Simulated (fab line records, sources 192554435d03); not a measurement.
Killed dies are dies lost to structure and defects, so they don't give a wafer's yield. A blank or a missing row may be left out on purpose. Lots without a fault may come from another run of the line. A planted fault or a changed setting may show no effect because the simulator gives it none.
Which tool did it? | flow n5_finfet | 24 lots, 72 wafers sampled, at 4 steps of a route of 1938

WHAT THE GAUGES READ, wafer by wafer
N5_BEOL_M4_CD_MEAS_11: target cd 16.79 nm. Usual: cd_nm 16.81 nm, standard deviation 0.22.
lot  | measured     | on        | cd_nm (nm)        | flag
L074 | day 7 03:41  | cd_sem-03 | 16.87 16.60 16.86 |
L075 | day 7 12:39  | cd_sem-03 | 16.82 16.59 16.20 |
L076 | day 8 05:05  | cd_sem-01 | 16.72 16.93 17.08 |
L077 | day 8 20:17  | cd_sem-01 | 17.28 17.01 17.29 |
L081 | day 9 00:29  | cd_sem-02 | 17.06 16.71 16.98 |
L080 | day 9 00:32  | cd_sem-03 | 16.89 16.51 16.90 |
L078 | day 9 03:13  | cd_sem-01 | 16.32 16.69 16.77 |
L079 | day 9 04:32  | cd_sem-03 | 16.93 16.99 16.68 |
L082 | day 9 04:53  | cd_sem-03 | 16.80 16.67 16.34 |
L083 | day 9 18:28  | cd_sem-01 | 16.75 16.70 16.85 |
L084 | day 9 19:40  | cd_sem-01 | 17.01 16.74 16.71 |
L085 | day 10 14:56 | cd_sem-03 | 16.70 16.78 16.74 |
L087 | day 10 21:59 | cd_sem-02 | 16.62 16.75 16.96 |
L086 | day 11 05:12 | cd_sem-01 | 16.79 16.94 16.75 |
L088 | day 11 08:30 | cd_sem-03 | 16.82 16.88 16.95 |
L089 | day 11 08:27 | cd_sem-02 | 16.66 16.47 16.45 |
L090 | day 11 12:28 | cd_sem-03 | 16.59 16.97 17.28 |
L091 | day 11 13:37 | cd_sem-03 | 16.63 16.76 17.19 |
L093 | day 12 00:44 | cd_sem-01 | 16.85 16.60 16.53 |
L092 | day 12 03:39 | cd_sem-03 | 16.79 16.63 16.36 |
L094 | day 12 18:53 | cd_sem-03 | 16.88 16.57 16.75 |
L095 | day 13 07:56 | cd_sem-03 | 17.34 16.79 16.86 |
L096 | day 13 09:28 | cd_sem-03 | 17.08 16.84 16.57 |
L097 | day 13 15:52 | cd_sem-03 | 16.71 16.53 16.50 |

WHICH TOOL RAN EACH LOT (tool, then ch and the chambers of the sampled wafers, then the start)
lot  | N5_BEOL_M3_ANNEAL_49         | N5_BEOL_M3_SPUTTER_96        | N5_BEOL_M3_DEP_57
L074 | pvd_sputter-02, day 6 23:58  | pvd_sputter-02, day 7 01:39  | pecvd-03 ch 0,1,2, day 7 02:38
L075 | pvd_sputter-01, day 7 08:25  | pvd_sputter-01, day 7 10:06  | pecvd-04 ch 1,2, day 7 11:07
L076 | pvd_sputter-02, day 7 21:33  | pvd_sputter-02, day 7 23:14  | pecvd-04 ch 0,2, day 8 00:13
L077 | pvd_sputter-03, day 8 15:52  | pvd_sputter-03, day 8 17:33  | pecvd-02 ch 0,2, day 8 18:32
L081 | pvd_sputter-03, day 8 20:20  | pvd_sputter-03, day 8 22:01  | pecvd-02 ch 0,2, day 8 23:02
L080 | pvd_sputter-01, day 8 21:05  | pvd_sputter-01, day 8 22:46  | pecvd-04 ch 0,1, day 8 23:44
L078 | pvd_sputter-03, day 8 22:13  | pvd_sputter-03, day 8 23:54  | pecvd-04 ch 0,2, day 9 00:53
L079 | pvd_sputter-03, day 9 00:16  | pvd_sputter-03, day 9 01:56  | pecvd-03 ch 0,2, day 9 02:55
L082 | pvd_sputter-02, day 9 00:38  | pvd_sputter-02, day 9 02:19  | pecvd-02 ch 1,2, day 9 03:18
L083 | pvd_sputter-03, day 9 13:56  | pvd_sputter-03, day 9 15:37  | pecvd-04 ch 0, day 9 16:38
L084 | pvd_sputter-01, day 9 15:42  | pvd_sputter-01, day 9 17:23  | pecvd-03 ch 0,1,2, day 9 18:23
L085 | pvd_sputter-02, day 10 10:14 | pvd_sputter-02, day 10 11:55 | pecvd-04 ch 0,1, day 10 13:11
L087 | pvd_sputter-01, day 10 15:54 | pvd_sputter-01, day 10 17:35 | pecvd-04 ch 0,1,2, day 10 19:45
L086 | pvd_sputter-03, day 11 01:32 | pvd_sputter-03, day 11 03:13 | pecvd-04 ch 0,2, day 11 04:11
L088 | pvd_sputter-03, day 11 05:04 | pvd_sputter-03, day 11 06:45 | pecvd-03 ch 0,1, day 11 07:47
L089 | pvd_sputter-02, day 11 05:05 | pvd_sputter-02, day 11 06:46 | pecvd-02 ch 0,1, day 11 07:45
L090 | pvd_sputter-03, day 11 08:26 | pvd_sputter-03, day 11 10:07 | pecvd-03 ch 0,1,2, day 11 11:11
L091 | pvd_sputter-01, day 11 10:06 | pvd_sputter-01, day 11 11:47 | pecvd-04 ch 0,1, day 11 12:46
L093 | pvd_sputter-03, day 11 19:44 | pvd_sputter-03, day 11 21:25 | pecvd-02 ch 0,1, day 11 22:53
L092 | pvd_sputter-02, day 11 23:52 | pvd_sputter-02, day 12 01:32 | pecvd-04 ch 0,1,2, day 12 02:32
L094 | pvd_sputter-01, day 12 14:14 | pvd_sputter-01, day 12 15:55 | pecvd-04 ch 0,2, day 12 17:17
L095 | pvd_sputter-03, day 13 01:33 | pvd_sputter-03, day 13 03:14 | pecvd-03 ch 0,1,2, day 13 04:18
L096 | pvd_sputter-01, day 13 05:30 | pvd_sputter-01, day 13 07:11 | pecvd-04 ch 0,2, day 13 08:10
L097 | pvd_sputter-03, day 13 11:18 | pvd_sputter-03, day 13 12:59 | pecvd-02 ch 0,1,2, day 13 14:04
- N5_BEOL_M3_ANNEAL_49: time 240 s.
- N5_BEOL_M3_SPUTTER_96: material Cu, target thk 4.5 nm, time 8.29 s.
- N5_BEOL_M3_DEP_57: deposits SiCN from 3MS/NH3, target thk 8 nm, time 14 s.

WHAT THE TOOLS THEMSELVES READ (means of the sampled wafers that have a number; where no wafer has one, the mark that the record gives instead)
N5_BEOL_M3_ANNEAL_49. Usual: heater_power_w 867 W, standard deviation 55; susceptor_temp_C_max 400.9, standard deviation 0.33.
lot  | tool           | heater_power_w (W) | susceptor_temp_C_max | flag
L074 | pvd_sputter-02 | 888                | 400.5                |
L075 | pvd_sputter-01 | 835                | 400.9                |
L076 | pvd_sputter-02 | 896                | 400.9                |
L077 | pvd_sputter-03 | 897                | 400.6                |
L081 | pvd_sputter-03 | 840                | 400.8                |
L080 | pvd_sputter-01 | 829                | 401.0                |
L078 | pvd_sputter-03 | 887                | 400.6                |
L079 | pvd_sputter-03 | 867                | 400.8                |
L082 | pvd_sputter-02 | 894                | 400.9                |
L083 | pvd_sputter-03 | 886                | 400.8                |
L084 | pvd_sputter-01 | 837                | 401.1                |
L085 | pvd_sputter-02 | 877                | 400.9                |
L087 | pvd_sputter-01 | 825                | 401.0                |
L086 | pvd_sputter-03 | 841                | 400.8                |
L088 | pvd_sputter-03 | 866                | 401.0                |
L089 | pvd_sputter-02 | 899                | 400.8                |
L090 | pvd_sputter-03 | 843                | 401.0                |
L091 | pvd_sputter-01 | 849                | 400.6                |
L093 | pvd_sputter-03 | 833                | 400.9                |
L092 | pvd_sputter-02 | 883                | 400.8                |
L094 | pvd_sputter-01 | 864                | 400.9                |
L095 | pvd_sputter-03 | 837                | 400.7                |
L096 | pvd_sputter-01 | 836                | 401.1                |
L097 | pvd_sputter-03 | 862                | 400.8                |

N5_BEOL_M3_SPUTTER_96. Usual: substrate_temp_c -19.98 C, standard deviation 0.11; throttle_valve_pct 30.4 %, standard deviation 1.1.
lot  | tool           | substrate_temp_c (C) | throttle_valve_pct (%) | flag
L074 | pvd_sputter-02 | -20.01               | 30.4                   |
L075 | pvd_sputter-01 | -20.04               | 30.7                   |
L076 | pvd_sputter-02 | -19.87               | 30.4                   |
L077 | pvd_sputter-03 | -19.96               | 30.1                   |
L081 | pvd_sputter-03 | -20.02               | 30.0                   |
L080 | pvd_sputter-01 | -19.92               | 31.5                   |
L078 | pvd_sputter-03 | -20.00               | 30.3                   |
L079 | pvd_sputter-03 | -20.01               | 29.5                   |
L082 | pvd_sputter-02 | -19.98               | 30.0                   |
L083 | pvd_sputter-03 | -19.89               | 29.7                   |
L084 | pvd_sputter-01 | -19.83               | 30.2                   |
L085 | pvd_sputter-02 | -19.87               | 30.7                   |
L087 | pvd_sputter-01 | -20.05               | 31.8                   |
L086 | pvd_sputter-03 | -19.93               | 30.1                   |
L088 | pvd_sputter-03 | -19.98               | 30.6                   |
L089 | pvd_sputter-02 | -19.99               | 30.3                   |
L090 | pvd_sputter-03 | -19.93               | 30.1                   |
L091 | pvd_sputter-01 | -20.02               | 32.0                   |
L093 | pvd_sputter-03 | -20.20               | 29.9                   |
L092 | pvd_sputter-02 | -20.01               | 30.7                   |
L094 | pvd_sputter-01 | -20.07               | 31.4                   |
L095 | pvd_sputter-03 | -19.94               | 30.1                   |
L096 | pvd_sputter-01 | -20.02               | 31.2                   |
L097 | pvd_sputter-03 | -19.97               | 30.6                   |

N5_BEOL_M3_DEP_57. Usual: showerhead_plenum_p_Torr 3.671 Torr, standard deviation 0.012; throttle_valve_pct 9.2 %, standard deviation 0.52.
lot  | tool     | showerhead_plenum_p_Torr (Torr) | throttle_valve_pct (%) | flag
L074 | pecvd-03 | 3.675                           | 9.1                    |
L075 | pecvd-04 | 3.677                           | 9.7                    |
L076 | pecvd-04 | 3.676                           | 9.5                    |
L077 | pecvd-02 | 3.672                           | 8.9                    |
L081 | pecvd-02 | 3.675                           | 8.8                    |
L080 | pecvd-04 | 3.677                           | 9.8                    |
L078 | pecvd-04 | 3.672                           | 9.7                    |
L079 | pecvd-03 | 3.662                           | 9.2                    |
L082 | pecvd-02 | 3.671                           | 8.8                    |
L083 | pecvd-04 | 3.674                           | 9.9                    |
L084 | pecvd-03 | 3.675                           | 9.0                    |
L085 | pecvd-04 | 3.672                           | 9.8                    |
L087 | pecvd-04 | 3.676                           | 9.4                    |
L086 | pecvd-04 | 3.666                           | 9.1                    |
L088 | pecvd-03 | 3.672                           | 8.9                    |
L089 | pecvd-02 | 3.661                           | 8.9                    |
L090 | pecvd-03 | 3.672                           | 8.8                    |
L091 | pecvd-04 | 3.674                           | 9.7                    |
L093 | pecvd-02 | 3.659                           | 8.9                    |
L092 | pecvd-04 | 3.675                           | 9.3                    |
L094 | pecvd-04 | 3.666                           | 9.4                    |
L095 | pecvd-03 | 3.677                           | 9.0                    |
L096 | pecvd-04 | 3.667                           | 8.9                    |
L097 | pecvd-02 | 3.664                           | 8.8                    |

THE ANSWER, worked out from the rows above alone
Rule: a lot is off if the mean of its wafers that have a number lies more than 3 standard deviations from the usual mean. A lot without any number at a reading at which 4 lots or more have one is off too. The other lots that the step has rows for count as sound. The gauges are gone through in route order, then the tools' own readings, and for those a lot's mean is taken as printed above. The first step at which some lot is off is used, and at that step the reading that is off furthest; a lot without a number counts as furthest.
No lot is off at any reading shown: from this, nothing can be told.

WHAT THE SIMULATOR HAD PUT IN
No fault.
